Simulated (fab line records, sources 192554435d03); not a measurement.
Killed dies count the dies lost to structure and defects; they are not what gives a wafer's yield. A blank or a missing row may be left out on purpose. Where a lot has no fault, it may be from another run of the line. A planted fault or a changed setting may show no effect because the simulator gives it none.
Split-lot trial ; flow n5 finfet ; 21 wafers read across 7 lots, on a route 1938 steps long

## ON THE SPLIT
At N5_BEOL_M2_COAT_62 (time 60 s, resist thk 12 nm), the setting spin rpm was moved away from the recipe's 1500 rpm on 8 of the 21 wafers read, by -4.4% to +8.2%. All remaining wafers had this setting at the recipe value.

## FROM THE SPLIT TO THE READING: what the file shows between them, 4 steps
- N5_BEOL_M2_COAT_73: time 60 s, resist thk 5 nm
- N5_BEOL_M2_COAT_05: resist thk 30 nm
- N5_BEOL_M2_DESCUM_16: chemistry O2, time 7 s
- N5_BEOL_M2_ETCH_74: etches underlayer in N2/H2, target depth 6.5 nm, time 5.2 s

## THE READING
etch.depth nm (the simulator's own value, which no gauge read), in nm, at N5_BEOL_M2_ETCH_63 (etches SiARC in CF4, target depth 15.6 nm, time 26 s). No usual value for it is given in the file. Across the 13 wafers here that went through the recipe, the average is 12.02 nm and the standard deviation 0.03 nm.

wafer;tool, chamber at the split;spin rpm as run, rpm;against the recipe;etch.depth nm, nm;against lot-mates on the recipe
L080.1;litho track-05, 0;1500;recipe;12.03;-
L080.2;litho track-05, 0;1550;+3.3%;11.84;-0.19
L080.4;litho track-05, 0;1550;+3.3%;11.83;-0.20
L087.1;litho track-03, 0;1500;recipe;12.02;-
L087.5;litho track-03, 0;1500;recipe;11.97;-
L087.6;litho track-03, 0;1565;+4.3%;11.76;-0.24
L089.1;litho track-03, 0;1500;recipe;12.04;-
L089.4;litho track-03, 0;1500;recipe;12.04;-
L089.3;litho track-03, 0;1500;recipe;12.03;-
L091.1;litho track-03, 0;1572;+4.8%;11.76;-0.25
L091.3;litho track-03, 0;1572;+4.8%;11.77;-0.24
L091.5;litho track-03, 0;1500;recipe;12.01;-
L093.1;litho track-01, 0;1623;+8.2%;11.52;-0.49
L093.2;litho track-01, 0;1623;+8.2%;11.56;-0.45
L093.5;litho track-01, 0;1500;recipe;12.01;-
L095.2;litho track-05, 0;1500;recipe;12.07;-
L095.3;litho track-05, 0;1500;recipe;12.08;-
L095.6;litho track-05, 0;1434;-4.4%;12.31;+0.24
L092.3;litho track-01, 0;1500;recipe;11.98;-
L092.4;litho track-01, 0;1500;recipe;12;-
L092.5;litho track-01, 0;1500;recipe;12.02;-

THE FIT
A straight line over all 21 wafers: etch.depth nm changes by -0.0589 nm for each +1% of spin rpm; r = -0.99; the points scatter about the line by 0.028 nm.
The same after taking each lot's own level away (the mean of its wafers on the recipe; 21 wafers): -0.0556 nm for each +1%; r = -1.00; scatter 0.016 nm.
On that fit, the largest move of spin rpm shifts the reading by 0.46 nm.
Across the lots, their own levels run from 11.995 to 12.075 nm, a range of 2.7 times the standard deviation given above.
So the lot-to-lot level changes the slope little: the two slopes agree.
Check: -0.443 nm against its lot-mates is what the line predicts for one of the wafers moved furthest among these (+8.2%) when that wafer is left out of the fit. Against them it came out at -0.49 nm.

## ADDITIONAL SPLITS CARRIED BY THESE WAFERS
Note: prior to the reading, these wafers also went through further splits. Each is held against what the fit with the lots' levels taken away leaves over:
other split on the same wafers;wafers away from the commonest value;r with etch.depth nm (lot level and that fit taken away)
N5_BEOL_M0_CUTY_ETCH_63 source w;4;+0.11
N5_BEOL_M0_ETCH_128 source w;7;+0.20
N5_BEOL_M1_ETCH_64 time s;7;-0.03

## THE WHOLE CHAIN: every reading that the file lists as answering this split, in the file's order
step;what it does;reading;change (the file's fit);r (the file's)
N5_BEOL_M2_COAT_62;time 60 s, resist thk 12 nm;SiARC_of_BEOL_M2_COAT_62.thk nm (the simulator's own value, which no gauge read);not straight: 12.4 at the lowest setting, 12 at the recipe, 11.6 at the highest;not given
N5_BEOL_M2_ETCH_63;etches SiARC in CF4, target depth 15.6 nm, time 26 s;etch.depth nm (the simulator's own value, which no gauge read);-0.0554 nm for each +1% of the setting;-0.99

## FILE'S OWN FIT
etch.depth nm changes by -0.0554 nm for each +1% of spin rpm, r = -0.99.
